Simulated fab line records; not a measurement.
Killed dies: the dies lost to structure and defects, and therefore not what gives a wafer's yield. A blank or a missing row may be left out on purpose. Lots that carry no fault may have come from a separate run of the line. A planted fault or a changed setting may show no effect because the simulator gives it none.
Which tool is to blame? + flow n5Finfet + 24 lots with 72 wafers sampled at 4 steps, on a route of 1938 steps

== WHAT THE GAUGES SHOWED, per wafer ==
N5_BEOL_M2_OVL_MEAS_12. Usual: M2_OVL typically reads 0.5 nm, with standard deviation 0.63.
| lot  | measured     | on         | M2_OVL (nm)    | flag |
|------|--------------|------------|----------------|------|
| L074 | day 6 10:47  | overlay-02 | -0.6 0.2 -0.3  |      |
| L075 | day 6 15:43  | overlay-01 | -0.1 1.4 0.8   |      |
| L076 | day 7 01:10  | overlay-01 | 0.7 1.2 1.3    |      |
| L077 | day 7 07:40  | overlay-02 | 0.1 -0.7 0.8   |      |
| L078 | day 7 16:50  | overlay-02 | -0.2 0.0 -0.3  |      |
| L079 | day 7 21:07  | overlay-02 | 0.0 -0.1 -0.9  |      |
| L080 | day 8 03:03  | overlay-02 | 0.7 0.5 0.2    |      |
| L081 | day 8 11:37  | overlay-02 | 1.0 0.5 0.2    |      |
| L082 | day 8 20:34  | overlay-02 | 1.4 0.4 1.4    |      |
| L083 | day 8 21:56  | overlay-02 | 1.6 0.3 1.4    |      |
| L084 | day 9 06:47  | overlay-02 | 1.1 1.2 0.3    |      |
| L085 | day 9 12:13  | overlay-02 | 1.7 0.3 0.8    |      |
| L086 | day 9 18:17  | overlay-01 | 0.1 1.4 0.9    |      |
| L087 | day 9 19:40  | overlay-01 | -0.2 -0.3 0.1  |      |
| L089 | day 10 05:05 | overlay-02 | 0.3 0.6 0.7    |      |
| L088 | day 10 07:19 | overlay-02 | 1.0 0.1 0.4    |      |
| L090 | day 10 12:34 | overlay-02 | 1.3 0.3 -0.6   |      |
| L091 | day 11 00:05 | overlay-02 | 1.0 0.6 1.5    |      |
| L092 | day 11 04:20 | overlay-01 | 0.9 1.2 0.6    |      |
| L093 | day 11 07:11 | overlay-01 | 0.4 0.3 0.6    |      |
| L094 | day 11 11:11 | overlay-02 | -1.0 -0.7 -0.3 |      |
| L095 | day 11 12:44 | overlay-01 | 0.2 1.1 0.4    |      |
| L096 | day 12 05:30 | overlay-02 | 0.3 -0.7 1.0   |      |
| L097 | day 12 20:10 | overlay-02 | -0.1 0.7 0.3   |      |

== EACH LOT AND THE TOOL THAT RAN IT (in order: tool; ch and the chambers of the sampled wafers; start) ==
| lot  | N5_BEOL_M1_STRIP_36               | N5_BEOL_M1_ANNEAL_82        | N5_BEOL_M1_SPUTTER_90       |
|------|-----------------------------------|-----------------------------|-----------------------------|
| L074 | rieDiel-02 ch 0,2, day 6 03:47    | pvdSputter-02, day 6 05:26  | pvdSputter-02, day 6 06:01  |
| L075 | rieDiel-03 ch 0,1, day 6 10:25    | pvdSputter-03, day 6 12:02  | pvdSputter-03, day 6 12:37  |
| L076 | rieDiel-03 ch 1,2,3, day 6 19:49  | pvdSputter-02, day 6 21:48  | pvdSputter-02, day 6 22:23  |
| L077 | rieDiel-02 ch 1,3, day 6 23:44    | pvdSputter-03, day 7 01:13  | pvdSputter-03, day 7 01:48  |
| L078 | rieDiel-03 ch 0,1,2, day 7 09:21  | pvdSputter-02, day 7 10:52  | pvdSputter-02, day 7 11:26  |
| L079 | rieDiel-03 ch 1,2,3, day 7 12:26  | pvdSputter-01, day 7 14:52  | pvdSputter-01, day 7 15:27  |
| L080 | rieDiel-04 ch 1,2, day 7 17:25    | pvdSputter-01, day 7 18:56  | pvdSputter-01, day 7 19:31  |
| L081 | rieDiel-02 ch 0,1,3, day 8 02:24  | pvdSputter-02, day 8 04:35  | pvdSputter-02, day 8 05:10  |
| L082 | rieDiel-03 ch 0,2,3, day 8 09:02  | pvdSputter-03, day 8 12:22  | pvdSputter-03, day 8 12:57  |
| L083 | rieDiel-04 ch 0,2,3, day 8 12:53  | pvdSputter-02, day 8 14:21  | pvdSputter-02, day 8 14:56  |
| L084 | rieDiel-03 ch 0,2,3, day 8 22:37  | pvdSputter-01, day 9 00:08  | pvdSputter-01, day 9 00:43  |
| L085 | rieDiel-03 ch 0,1, day 9 03:04    | pvdSputter-01, day 9 05:02  | pvdSputter-01, day 9 05:37  |
| L086 | rieDiel-04 ch 0,2,3, day 9 11:34  | pvdSputter-02, day 9 13:21  | pvdSputter-02, day 9 13:56  |
| L087 | rieDiel-03 ch 0,2, day 9 12:02    | pvdSputter-03, day 9 13:36  | pvdSputter-03, day 9 14:11  |
| L089 | rieDiel-04 ch 0,3, day 9 21:41    | pvdSputter-03, day 9 23:23  | pvdSputter-03, day 9 23:58  |
| L088 | rieDiel-03 ch 1,2, day 9 23:47    | pvdSputter-03, day 10 02:01 | pvdSputter-03, day 10 02:35 |
| L090 | rieDiel-03 ch 0,1,3, day 10 06:07 | pvdSputter-03, day 10 07:40 | pvdSputter-03, day 10 08:15 |
| L091 | rieDiel-04 ch 1,2,3, day 10 14:57 | pvdSputter-03, day 10 17:12 | pvdSputter-03, day 10 17:47 |
| L092 | rieDiel-02 ch 0,2,3, day 10 23:21 | pvdSputter-03, day 11 01:20 | pvdSputter-03, day 11 01:55 |
| L093 | rieDiel-03 ch 0,2,3, day 10 23:45 | pvdSputter-02, day 11 01:55 | pvdSputter-02, day 11 02:29 |
| L094 | rieDiel-04 ch 0,1, day 11 03:05   | pvdSputter-01, day 11 06:13 | pvdSputter-01, day 11 06:47 |
| L095 | rieDiel-04 ch 0,1,3, day 11 06:46 | pvdSputter-01, day 11 09:20 | pvdSputter-01, day 11 09:55 |
| L096 | rieDiel-03 ch 0,1,3, day 11 22:56 | pvdSputter-02, day 12 00:41 | pvdSputter-02, day 12 01:16 |
| L097 | rieDiel-04 ch 0,2,3, day 12 14:46 | pvdSputter-01, day 12 16:43 | pvdSputter-01, day 12 17:18 |
- N5_BEOL_M1_STRIP_36: strips in N2/H2.
- N5_BEOL_M1_ANNEAL_82: time 240 s.
- N5_BEOL_M1_SPUTTER_90: material Cu, target thk 4.5 nm, time 8.29 s.

== WHAT THE TOOLS THEMSELVES READ (means of the sampled wafers that have a number; where no wafer has one, the mark that the record gives instead) ==
N5_BEOL_M1_STRIP_36. Usual: drypumpMotorCurrentA 5.8 A, standard deviation 0.48; oesProductAu 0.77 a.u., standard deviation 0.086; rfVppV 59.0 V, standard deviation 1.6; showerheadPlenumPTorr 2.50 Torr, standard deviation 0.079; throttleValvePct 23.62 %, standard deviation 0.25.
| lot  | tool       | drypumpMotorCurrentA (A) | oesProductAu (a.u.) | rfVppV (V) | showerheadPlenumPTorr (Torr) | throttleValvePct (%) | flag |
|------|------------|--------------------------|---------------------|------------|------------------------------|----------------------|------|
| L074 | rieDiel-02 | 5.4                      | 0.71                | 58.3       | 2.51                         | 23.51                |      |
| L075 | rieDiel-03 | 5.2                      | 0.70                | 58.7       | 2.54                         | 23.55                |      |
| L076 | rieDiel-03 | 5.7                      | 0.74                | 58.2       | 2.50                         | 23.71                |      |
| L077 | rieDiel-02 | 5.9                      | 0.74                | 58.3       | 2.43                         | 23.23                |      |
| L078 | rieDiel-03 | 5.7                      | 0.73                | 58.8       | 2.48                         | 23.63                |      |
| L079 | rieDiel-03 | 5.7                      | 0.74                | 58.4       | 2.49                         | 23.69                |      |
| L080 | rieDiel-04 | 6.0                      | 0.73                | 60.4       | 2.60                         | 23.60                |      |
| L081 | rieDiel-02 | 5.9                      | 0.73                | 59.0       | 2.50                         | 23.54                |      |
| L082 | rieDiel-03 | 6.2                      | 0.76                | 58.4       | 2.43                         | 23.64                |      |
| L083 | rieDiel-04 | 5.7                      | 0.70                | 58.9       | 2.51                         | 23.83                |      |
| L084 | rieDiel-03 | 6.2                      | 0.77                | 58.6       | 2.43                         | 23.65                |      |
| L085 | rieDiel-03 | 5.6                      | 0.84                | 60.3       | 2.48                         | 23.40                |      |
| L086 | rieDiel-04 | 5.7                      | 0.80                | 60.9       | 2.50                         | 23.74                |      |
| L087 | rieDiel-03 | 6.1                      | 0.75                | 58.4       | 2.42                         | 23.58                |      |
| L089 | rieDiel-04 | 5.7                      | 0.71                | 57.3       | 2.50                         | 23.87                |      |
| L088 | rieDiel-03 | 5.2                      | 0.90                | 59.2       | 2.54                         | 23.46                |      |
| L090 | rieDiel-03 | 5.7                      | 0.83                | 58.5       | 2.48                         | 23.46                |      |
| L091 | rieDiel-04 | 5.9                      | 0.79                | 60.4       | 2.54                         | 23.65                |      |
| L092 | rieDiel-02 | 5.7                      | 0.86                | 61.1       | 2.54                         | 23.42                |      |
| L093 | rieDiel-03 | 6.2                      | 0.76                | 58.9       | 2.43                         | 23.66                |      |
| L094 | rieDiel-04 | 5.9                      | 0.73                | 59.1       | 2.60                         | 23.66                |      |
| L095 | rieDiel-04 | 5.9                      | 0.71                | 59.9       | 2.55                         | 23.78                |      |
| L096 | rieDiel-03 | 5.7                      | 0.81                | 57.6       | 2.48                         | 23.50                |      |
| L097 | rieDiel-04 | 5.7                      | 0.76                | 59.5       | 2.49                         | 23.75                |      |

N5_BEOL_M1_ANNEAL_82. Usual: 855 W for heaterPowerW, sd 77.
| lot  | tool          | heaterPowerW (W) | flag |
|------|---------------|------------------|------|
| L074 | pvdSputter-02 | 911              |      |
| L075 | pvdSputter-03 | 828              |      |
| L076 | pvdSputter-02 | 925              |      |
| L077 | pvdSputter-03 | 821              |      |
| L078 | pvdSputter-02 | 888              |      |
| L079 | pvdSputter-01 | 854              |      |
| L080 | pvdSputter-01 | 855              |      |
| L081 | pvdSputter-02 | 902              |      |
| L082 | pvdSputter-03 | 817              |      |
| L083 | pvdSputter-02 | 941              |      |
| L084 | pvdSputter-01 | 852              |      |
| L085 | pvdSputter-01 | 905              |      |
| L086 | pvdSputter-02 | 904              |      |
| L087 | pvdSputter-03 | 782              |      |
| L089 | pvdSputter-03 | 780              |      |
| L088 | pvdSputter-03 | 817              |      |
| L090 | pvdSputter-03 | 797              |      |
| L091 | pvdSputter-03 | 799              |      |
| L092 | pvdSputter-03 | 811              |      |
| L093 | pvdSputter-02 | 923              |      |
| L094 | pvdSputter-01 | 847              |      |
| L095 | pvdSputter-01 | 843              |      |
| L096 | pvdSputter-02 | 976              |      |
| L097 | pvdSputter-01 | 847              |      |

N5_BEOL_M1_SPUTTER_90. Usual: 29.9 % for throttleValvePct, sd 0.76.
| lot  | tool          | throttleValvePct (%) | flag |
|------|---------------|----------------------|------|
| L074 | pvdSputter-02 | 30.2                 |      |
| L075 | pvdSputter-03 | 29.6                 |      |
| L076 | pvdSputter-02 | 30.3                 |      |
| L077 | pvdSputter-03 | 29.4                 |      |
| L078 | pvdSputter-02 | 29.7                 |      |
| L079 | pvdSputter-01 | 29.8                 |      |
| L080 | pvdSputter-01 | 30.0                 |      |
| L081 | pvdSputter-02 | 29.6                 |      |
| L082 | pvdSputter-03 | 29.2                 |      |
| L083 | pvdSputter-02 | 30.1                 |      |
| L084 | pvdSputter-01 | 29.5                 |      |
| L085 | pvdSputter-01 | 30.1                 |      |
| L086 | pvdSputter-02 | 29.8                 |      |
| L087 | pvdSputter-03 | 30.1                 |      |
| L089 | pvdSputter-03 | 29.6                 |      |
| L088 | pvdSputter-03 | 29.3                 |      |
| L090 | pvdSputter-03 | 29.8                 |      |
| L091 | pvdSputter-03 | 29.9                 |      |
| L092 | pvdSputter-03 | 29.6                 |      |
| L093 | pvdSputter-02 | 30.2                 |      |
| L094 | pvdSputter-01 | 29.8                 |      |
| L095 | pvdSputter-01 | 29.5                 |      |
| L096 | pvdSputter-02 | 30.4                 |      |
| L097 | pvdSputter-01 | 29.7                 |      |

== THE ANSWER, worked out from the rows above alone ==
Rule: take the mean of a lot's wafers that have a number; if it is more than 3 standard deviations from the usual mean, the lot is off. Also off: a lot with no number at a reading for which 4 or more lots have one. All remaining lots with rows at the step are treated as sound. First the gauges in route order, then the tools' own readings, where a lot's mean is used as printed above. The first step at which some lot is off is used, and at that step the reading that is off furthest; a lot without a number counts as furthest.
None of the lots is off at any reading shown; this tells nothing.

== WHAT THE SIMULATOR HAD PUT IN ==
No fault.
